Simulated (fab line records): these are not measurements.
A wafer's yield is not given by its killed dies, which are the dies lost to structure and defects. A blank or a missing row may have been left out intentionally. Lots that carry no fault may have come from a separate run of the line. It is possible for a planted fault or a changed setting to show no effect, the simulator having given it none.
Matching of chambers | flow n5 finfet | 3 sister chambers for N5_BEOL_M7_DEP_56 on pecvd-02
The step deposits SiCN from 3MS/NH3, target thk 10 nm, time 17.5 s. 16 wafers are shown with their chamber, then 8 later ones without.

## WAFERS PAIRED WITH THEIR CHAMBERS
wafer  | chamber | showerhead plenum p Torr (Torr) | throttle valve pct (%) | chamber pressure Torr (Torr)
L078.1 | 1       | 3.670                           | 9.4                    | 2.998
L078.3 | 0       | 3.638                           | 8.3                    | 2.991
L078.6 | 2       | 3.638                           | 8.9                    | 3.010
L079.2 | 0       | 3.642                           | 8.4                    | 3.010
L079.3 | 2       | 3.643                           | 9.1                    | 2.993
L079.5 | 2       | 3.649                           | 8.8                    | 3.001
L082.1 | 2       | 3.635                           | 9.1                    | 2.996
L082.3 | 0       | 3.637                           | 8.5                    | 2.999
L082.6 | 0       | 3.638                           | 8.6                    | 3.013
L083.1 | 0       | 3.644                           | 8.4                    | 3.015
L083.2 | 2       | 3.637                           | 9.1                    | 2.998
L083.3 | 1       | 3.679                           | 9.2                    | 2.990
L084.3 | 2       | 3.645                           | 9.0                    | 2.994
L084.4 | 2       | 3.638                           | 9.0                    | 3.005
L084.6 | 0       | 3.642                           | 8.3                    | 3.001
L086.1 | 2       | 3.639                           | 8.9                    | 3.001

SIGNATURES, as means of the wafers listed above
reading                  | chamber 0 | chamber 1 | chamber 2 | scatter within a chamber
showerhead plenum p Torr | 3.64017   | 3.67450   | 3.64050   | 0.00427
throttle valve pct       | 8.417     | 9.300     | 8.988     | 0.117
chamber pressure Torr    | 3.00483   | 2.99400   | 2.99975   | 0.00734
Rule: for a wafer and a chamber, the distance is found by dividing, reading by reading, the gap between the wafer's reading and the chamber's mean by the reading's scatter, squaring, summing and taking the root. The wafer belongs to the nearest chamber; if the next one is less than 2 further off, it can't be placed. The scatter: take each reading less its chamber's mean, square it, sum over the shown wafers, divide by the number of wafers less the number of chambers, and take the root.

## WAFERS MISSING THEIR CHAMBER
wafer  | showerhead plenum p Torr (Torr) | throttle valve pct (%) | chamber pressure Torr (Torr)
L086.4 | 3.681                           | 8.9                    | 3.000
L086.5 | 3.646                           | 8.7                    | 2.988
L092.2 | 3.644                           | 8.5                    | 2.996
L092.3 | 3.639                           | 9.2                    | 2.985
L092.6 | 3.642                           | 8.9                    | 2.983
L096.3 | 3.634                           | 9.0                    | 2.995
L096.4 | 3.669                           | 9.3                    | 3.010
L096.5 | 3.644                           | 8.6                    | 2.997

## WHICH CHAMBER EACH WENT THROUGH
wafer  | from the rows above     | in truth
L086.4 | 1                       | 1
L086.5 | can't be placed: 2 or 0 | 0
L092.2 | 0                       | 0
L092.3 | 2                       | 2
L092.6 | 2                       | 2
L096.3 | 2                       | 2
L096.4 | 1                       | 1
L096.5 | can't be placed: 0 or 2 | 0
Placed correctly: 6 of 8. Unplaceable from these rows: 2, with the true chamber sitting among the candidates in 2. Placed wrongly: 0.
